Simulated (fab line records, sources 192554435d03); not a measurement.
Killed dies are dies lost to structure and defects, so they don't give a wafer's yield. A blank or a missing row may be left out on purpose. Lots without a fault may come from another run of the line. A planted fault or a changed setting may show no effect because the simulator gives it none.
Chamber matching | flow n5_finfet | N5_BEOL_M15_TRENCH_ETCH_34 on rie_diel-06: 4 sister chambers
The step etches SiO2 in C4F8/O2/Ar, target depth 872.93 nm, time 199 s. 4 wafers are shown with their chamber, then 11 later ones without.

WAFERS WITH THEIR CHAMBER
wafer  | chamber | throttle_valve_pct (%)
L087.4 | 3       | 31.3
L089.3 | 1       | 30.2
L089.6 | 0       | 31.3
L092.1 | 2       | 31.6

WAFERS WITHOUT THEIR CHAMBER
wafer  | throttle_valve_pct (%)
L092.4 | 31.3
L092.5 | 31.3
L095.2 | 30.2
L095.3 | 31.3
L095.4 | 31.2
L093.3 | 31.2
L093.4 | 30.2
L093.5 | 31.3
L097.2 | 30.2
L097.3 | 31.2
L097.4 | 31.2

WHICH CHAMBER EACH WENT THROUGH
wafer  | from the rows above     | in truth
L092.4 | can't be placed: 0 or 3 | 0
L092.5 | can't be placed: 0 or 3 | 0
L095.2 | 1                       | 1
L095.3 | can't be placed: 0 or 3 | 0
L095.4 | can't be placed: 0 or 3 | 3
L093.3 | can't be placed: 0 or 3 | 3
L093.4 | 1                       | 1
L093.5 | can't be placed: 0 or 3 | 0
L097.2 | 1                       | 1
L097.3 | can't be placed: 0 or 3 | 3
L097.4 | can't be placed: 0 or 3 | 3
Placed correctly: 3 of 11. Can't be placed from these rows: 8 (the true chamber is among the candidates in 8). Placed wrongly: 0.
How it was worked out, from the rows above alone: a wafer's distance from a chamber is the root of the sum, over the readings, of the square of ((its reading less the chamber's mean) divided by the reading's scatter). The wafer belongs to the nearest chamber; if the next one is less than 2 further off, it can't be placed. A chamber's mean is the mean of its shown wafers. The scatter: with one shown wafer a chamber, the root of the mean of the squares of how far each hidden wafer lies from its nearest shown one.
